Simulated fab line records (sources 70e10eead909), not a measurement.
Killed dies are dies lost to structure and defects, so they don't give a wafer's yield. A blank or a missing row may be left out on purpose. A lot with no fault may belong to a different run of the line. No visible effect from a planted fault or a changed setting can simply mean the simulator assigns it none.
What tool caused it?	flow nandHarc	12 lots, 36 wafers sampled, at 7 steps of a route of 1159

WHAT EACH GAUGE READ, for each wafer
NHARC_P_CONTACT_CD_MEAS_12: the cd target is 90 nm.
lot	measured	on	cdNm (nm)
L175	day 5 13:44	cdSem-01	89.2 89.9 89.5
L177	day 6 08:11	cdSem-01	90.5 90.6 89.4
L178	day 6 10:14	cdSem-03	90.1 89.4 90.0
L176	day 6 14:29	cdSem-03	90.8 90.5 90.6
L180	day 6 19:36	cdSem-01	90.6 90.2 90.2
L181	day 7 11:54	cdSem-02	89.8 89.8 90.0
L182	day 7 14:07	cdSem-01	90.1 89.7 89.8
L183	day 7 15:18	cdSem-01	91.0 89.9 91.0
L187	day 8 17:28	cdSem-02	94.0 93.7 95.2
L195	day 10 17:17	cdSem-01	90.4 89.3 89.9
L196	day 10 23:32	cdSem-02	90.8 90.3 91.0
L197	day 11 08:46	cdSem-03	90.1 90.7 89.7

NHARC_P_CONTACT_CD_MEAS_19.
lot	measured	on	cdNm (nm)
L175	day 5 14:49	cdSem-02	87.9 90.4 89.1
L177	day 6 09:14	cdSem-02	92.4 90.9 90.3
L178	day 6 11:17	cdSem-01	88.1 87.4 88.9
L176	day 6 15:34	cdSem-03	88.1 89.1 90.9
L180	day 6 20:40	cdSem-01	90.3 90.5 90.6
L181	day 7 13:22	cdSem-01	90.7 86.5 89.4
L182	day 7 15:11	cdSem-02	91.9 91.6 89.5
L183	day 7 16:22	cdSem-01	89.8 88.8 89.9
L187	day 8 18:40	cdSem-01	95.4 92.9 95.8
L195	day 10 18:21	cdSem-01	88.3 90.7 87.3
L196	day 11 00:35	cdSem-01	89.6 90.2 92.6
L197	day 11 09:49	cdSem-03	88.7 91.8 89.9

NHARC_END_SORT_01.
lot	measured	on	killedAtArray	killedAtOther	killedAtPeriphery	killedDies	killedOpen	killedShort
L175	day 20 16:59	prober-01	21 26 27	0 0 1	5 3 5	26 29 33	5 3 4	2 4 2
L177	day 19 19:59	prober-01	33 26 29	0 1 1	3 1 3	36 28 33	4 3 4	1 3 2
L178	day 20 17:45	prober-02	18 27 26	0 0 0	4 7 5	22 34 31	6 5 6	3 4 3
L176	day 20 09:11	prober-01	16 15 9	0 1 0	4 3 4	20 19 13	3 4 5	3 2 0
L180	day 21 16:07	prober-01	32 26 27	1 0 0	0 3 3	33 29 30	2 4 4	2 1 2
L181	day 21 22:19	prober-01	25 34 28	0 1 2	3 3 1	28 38 31	1 3 3	4 1 1
L182	day 21 06:38	prober-02	15 15 16	0 0 1	9 3 2	24 18 19	3 1 3	1 2 0
L183	day 21 08:16	prober-01	17 24 21	2 4 1	3 4 2	22 32 24	4 5 3	2 7 5
L187	day 22 06:52	prober-01	34 50 43	0 0 0	1 2 0	35 52 43	4 2 3	0 3 3
L195	day 24 19:11	prober-01	41 32 37	0 0 1	1 2 2	42 34 40	5 2 3	3 1 1
L196	day 24 11:25	prober-02	33 46 45	1 0 0	5 3 3	39 49 48	5 3 6	3 5 2
L197	day 24 19:13	prober-02	28 24 28	0 0 0	1 2 3	29 26 31	3 1 5	4 3 2

WHAT TOOL EACH LOT RAN ON (gives the tool, then ch and the chambers of the sampled wafers, and finally the start)
lot	NHARC_P_GATE_STRIP_112	NHARC_P_GATE_STRIP_95	NHARC_P_GATE_DEGAS_109	NHARC_P_CONTACT_EXPOSE_09
L175	plasmaAsher-02 ch 0,1, day 5 07:52	plasmaAsher-02 ch 0,1, day 5 10:25	pvdSputter-01, day 5 11:17	arfiScanner-03 ch 0, day 5 13:36
L177	plasmaAsher-02 ch 0,1, day 6 02:30	plasmaAsher-02 ch 0,1, day 6 04:45	pvdSputter-02, day 6 05:36	arfiScanner-01 ch 0, day 6 08:03
L178	plasmaAsher-01 ch 0,1, day 6 04:21	plasmaAsher-01 ch 0, day 6 06:44	pvdSputter-01, day 6 07:37	arfiScanner-02 ch 0, day 6 10:05
L176	plasmaAsher-02 ch 0,1, day 6 08:45	plasmaAsher-01 ch 0,1, day 6 11:02	pvdSputter-02, day 6 11:55	arfiScanner-01 ch 0, day 6 14:20
L180	plasmaAsher-02 ch 0,1, day 6 13:41	plasmaAsher-02 ch 0,1, day 6 16:03	pvdSputter-01, day 6 16:55	arfiScanner-02 ch 0, day 6 19:28
L181	plasmaAsher-01 ch 0,1, day 7 06:01	plasmaAsher-02 ch 0,1, day 7 08:28	pvdSputter-03, day 7 09:20	arfiScanner-02 ch 0, day 7 11:46
L182	plasmaAsher-01 ch 0,1, day 7 08:22	plasmaAsher-02 ch 0,1, day 7 10:41	pvdSputter-03, day 7 11:32	arfiScanner-03 ch 0, day 7 13:59
L183	plasmaAsher-02 ch 0,1, day 7 08:38	plasmaAsher-01 ch 0,1, day 7 11:20	pvdSputter-02, day 7 12:21	arfiScanner-03 ch 0, day 7 15:10
L187	plasmaAsher-02 ch 0,1, day 8 11:38	plasmaAsher-02 ch 0,1, day 8 13:59	pvdSputter-01, day 8 14:53	arfiScanner-03 ch 0, day 8 17:19
L195	plasmaAsher-01 ch 0,1, day 10 11:17	plasmaAsher-02 ch 0,1, day 10 13:40	pvdSputter-02, day 10 14:35	arfiScanner-01 ch 0, day 10 17:10
L196	plasmaAsher-02 ch 0,1, day 10 17:48	plasmaAsher-02 ch 0,1, day 10 20:14	pvdSputter-03, day 10 21:05	arfiScanner-01 ch 0, day 10 23:24
L197	plasmaAsher-01 ch 0,1, day 11 02:12	plasmaAsher-01 ch 0,1, day 11 04:37	pvdSputter-03, day 11 05:40	arfiScanner-01 ch 0, day 11 08:37
- NHARC_P_GATE_STRIP_112: strips in N2/H2, time 200 s.
- NHARC_P_GATE_STRIP_95: strips in O2.
- NHARC_P_GATE_DEGAS_109: time 60 s.
- NHARC_P_CONTACT_EXPOSE_09: exposes mask P CA, target cd 90 nm.

WHAT THE TOOLS THEMSELVES READ (means of the sampled wafers that have a number; where no wafer has one, the mark that the record gives instead)
NHARC_P_GATE_STRIP_112.
lot	tool	drypumpMotorCurrentA (A)	heaterPowerW (W)	rfReflPowerW (W)
L175	plasmaAsher-02	6.26	87	20
L177	plasmaAsher-02	6.27	87	21
L178	plasmaAsher-01	6.21	82	24
L176	plasmaAsher-02	6.25	88	19
L180	plasmaAsher-02	6.36	92	22
L181	plasmaAsher-01	6.15	86	35
L182	plasmaAsher-01	6.16	85	33
L183	plasmaAsher-02	6.24	87	21
L187	plasmaAsher-02	6.37	92	23
L195	plasmaAsher-01	6.17	83	24
L196	plasmaAsher-02	6.30	92	23
L197	plasmaAsher-01	6.16	84	35

NHARC_P_GATE_STRIP_95.
lot	tool	drypumpMotorCurrentA (A)	heaterPowerW (W)	rfReflPowerW (W)
L175	plasmaAsher-02	6.30	330	20
L177	plasmaAsher-02	6.28	328	20
L178	plasmaAsher-01	6.20	304	14
L176	plasmaAsher-01	6.15	317	33
L180	plasmaAsher-02	6.27	332	20
L181	plasmaAsher-02	6.28	330	20
L182	plasmaAsher-02	6.30	342	22
L183	plasmaAsher-01	6.19	310	24
L187	plasmaAsher-02	6.28	335	21
L195	plasmaAsher-02	6.32	339	22
L196	plasmaAsher-02	6.28	332	21
L197	plasmaAsher-01	6.16	328	33

NHARC_P_GATE_DEGAS_109.
lot	tool	heaterPowerW (W)
L175	pvdSputter-01	409
L177	pvdSputter-02	447
L178	pvdSputter-01	451
L176	pvdSputter-02	443
L180	pvdSputter-01	446
L181	pvdSputter-03	463
L182	pvdSputter-03	466
L183	pvdSputter-02	412
L187	pvdSputter-01	463
L195	pvdSputter-02	450
L196	pvdSputter-03	457
L197	pvdSputter-03	453

THE ANSWER, worked out from the rows above alone
Rule: the lots themselves supply what counts as usual. Put in order of their means at a reading, lots are off if they are a third of the lots or fewer, leave a main group of 4 or more, and stand apart from it by a gap of 3 or more times the standard deviation of the main group's means; of several such gaps the widest counts. A main group whose means are all the same, to the digits that the tables above print for the reading, isn't used. Also off: a lot with no number at a reading for which 4 or more lots have one. All remaining lots with rows at the step are treated as sound. After the gauges, taken in route order, come the tools' own readings; for these a lot's mean is taken, as printed above. The first step at which some lot is off is used, and at that step the reading that is off furthest; a lot without a number counts as furthest.
Off at NHARC_P_CONTACT_CD_MEAS_12 (cdNm): L187. For the main group the mean is 90.1 nm and the standard deviation 0.37.
If a tool, at a process step before that reading, ran all the lots that are off and no sound lot after the first of them, it fits. Not tried: the gauges at NHARC_P_CONTACT_CD_MEAS_12; whatever is off there is also off at NHARC_P_CONTACT_CD_MEAS_19, on other tools, and gauge error can't account for it. Can't be told from this: 2 tools fit, pvdSputter-01 at NHARC_P_GATE_DEGAS_109, arfiScanner-03 at NHARC_P_CONTACT_EXPOSE_09.

WHAT THE SIMULATOR HAD INSERTED
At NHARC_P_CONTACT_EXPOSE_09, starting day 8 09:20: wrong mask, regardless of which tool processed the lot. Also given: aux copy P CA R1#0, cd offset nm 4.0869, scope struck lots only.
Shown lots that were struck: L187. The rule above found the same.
